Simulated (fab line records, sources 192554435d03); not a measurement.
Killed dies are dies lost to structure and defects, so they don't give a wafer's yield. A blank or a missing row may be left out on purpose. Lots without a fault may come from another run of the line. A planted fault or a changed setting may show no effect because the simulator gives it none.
Chamber matching | flow n5_finfet | N5_BEOL_M8_DEP_56 on pecvd-02: 3 sister chambers
The step deposits SiCN from 3MS/NH3, target thk 10 nm, time 17.5 s. 18 wafers are shown with their chamber, then 9 later ones without.

WAFERS WITH THEIR CHAMBER
wafer  | chamber | throttle_valve_pct (%) | showerhead_plenum_p_Torr (Torr) | rf_fwd_power_W (W)
L074.2 | 1       | 9.4                    | 3.637                           | 199.9
L074.5 | 1       | 9.8                    | 3.641                           | 200.0
L074.6 | 0       | 9.8                    | 3.645                           | 199.6
L076.2 | 0       | 9.4                    | 3.656                           | 200.1
L076.4 | 1       | 10.0                   | 3.643                           | 200.2
L076.6 | 1       | 9.5                    | 3.644                           | 198.8
L080.1 | 1       | 9.3                    | 3.654                           | 199.7
L080.3 | 2       | 7.9                    | 3.638                           | 198.8
L080.6 | 2       | 8.1                    | 3.644                           | 199.7
L081.1 | 2       | 8.4                    | 3.636                           | 200.5
L081.4 | 0       | 9.5                    | 3.654                           | 200.1
L081.6 | 2       | 8.2                    | 3.649                           | 199.9
L082.1 | 1       | 9.8                    | 3.648                           | 200.1
L082.4 | 2       | 8.4                    | 3.644                           | 199.9
L082.6 | 0       | 9.6                    | 3.651                           | 199.8
L088.2 | 2       | 8.3                    | 3.648                           | 200.6
L088.3 | 0       | 10.1                   | 3.648                           | 198.3
L088.5 | 0       | 9.8                    | 3.645                           | 200.2

SIGNATURES (means of the wafers above)
reading                  | chamber 0 | chamber 1 | chamber 2 | scatter within a chamber
throttle_valve_pct       | 9.700     | 9.633     | 8.217     | 0.242
showerhead_plenum_p_Torr | 3.64983   | 3.64450   | 3.64317   | 0.00527
rf_fwd_power_W           | 199.683   | 199.783   | 199.900   | 0.63
Rule: a wafer's distance from a chamber is the root of the sum, over the readings, of the square of ((its reading less the chamber's mean) divided by the reading's scatter). The wafer belongs to the nearest chamber; if the next one is less than 2 further off, it can't be placed. The scatter: the root of (the sum of the squares of (reading less its chamber's mean) over the shown wafers, divided by (wafers less chambers)).

WAFERS WITHOUT THEIR CHAMBER
wafer  | throttle_valve_pct (%) | showerhead_plenum_p_Torr (Torr) | rf_fwd_power_W (W)
L089.2 | 9.5                    | 3.647                           | 200.4
L089.3 | 8.4                    | 3.646                           | 200.6
L089.6 | 9.4                    | 3.662                           | 199.1
L095.1 | 9.6                    | 3.648                           | 200.8
L095.3 | 8.3                    | 3.645                           | 199.6
L095.4 | 9.4                    | 3.647                           | 200.4
L097.1 | 9.9                    | 3.655                           | 200.7
L097.4 | 10.0                   | 3.651                           | 200.9
L097.5 | 8.4                    | 3.638                           | 200.8

WHICH CHAMBER EACH WENT THROUGH
wafer  | from the rows above     | in truth
L089.2 | can't be placed: 1 or 0 | 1
L089.3 | 2                       | 2
L089.6 | can't be placed: 0 or 1 | 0
L095.1 | can't be placed: 1 or 0 | 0
L095.3 | 2                       | 2
L095.4 | can't be placed: 1 or 0 | 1
L097.1 | can't be placed: 0 or 1 | 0
L097.4 | can't be placed: 0 or 1 | 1
L097.5 | 2                       | 2
Placed correctly: 3 of 9. Can't be placed from these rows: 6 (the true chamber is among the candidates in 6). Placed wrongly: 0.
